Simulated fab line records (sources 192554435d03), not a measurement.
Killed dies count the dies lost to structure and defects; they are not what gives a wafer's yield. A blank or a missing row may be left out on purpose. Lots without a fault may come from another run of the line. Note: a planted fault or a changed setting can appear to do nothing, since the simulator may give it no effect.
Matching of chambers | flow n5 finfet | N5_BEOL_M2_STRIP_19 on rie diel-04: 4 sister chambers
The step strips in O2. 4 wafers are shown with their chamber, then 12 later ones without.

== EACH WAFER AND ITS CHAMBER ==
wafer  | chamber | showerhead plenum p Torr (Torr)
L081.2 | 2       | 2.08
L083.1 | 0       | 2.23
L083.4 | 1       | 2.19
L083.6 | 3       | 2.02

== WAFERS MISSING THEIR CHAMBER ==
wafer  | showerhead plenum p Torr (Torr)
L086.1 | 2.02
L086.2 | 2.23
L086.4 | 2.23
L090.3 | 2.02
L090.4 | 2.22
L090.6 | 2.18
L092.2 | 2.07
L092.3 | 2.22
L092.4 | 2.18
L097.1 | 2.18
L097.3 | 2.01
L097.5 | 2.01

== CHAMBER TAKEN BY EACH ==
wafer  | from the rows above | in truth
L086.1 | 3                   | 3
L086.2 | 0                   | 0
L086.4 | 0                   | 0
L090.3 | 3                   | 3
L090.4 | 0                   | 0
L090.6 | 1                   | 1
L092.2 | 2                   | 2
L092.3 | 0                   | 0
L092.4 | 1                   | 1
L097.1 | 1                   | 1
L097.3 | 3                   | 3
L097.5 | 3                   | 3
12 of 12 placed correctly. Not placeable from these rows: 0. 0 placed wrongly.
How it was worked out, from the rows above alone: a wafer's distance from a chamber is the root of the sum, over the readings, of the square of ((its reading less the chamber's mean) divided by the reading's scatter). The wafer belongs to the nearest chamber; if the next one is less than 2 further off, it can't be placed. For every chamber, the mean is computed from those of its wafers that are shown. The scatter (one wafer shown for each chamber): square how far every hidden wafer sits from the nearest shown wafer, average those squares and take the square root.
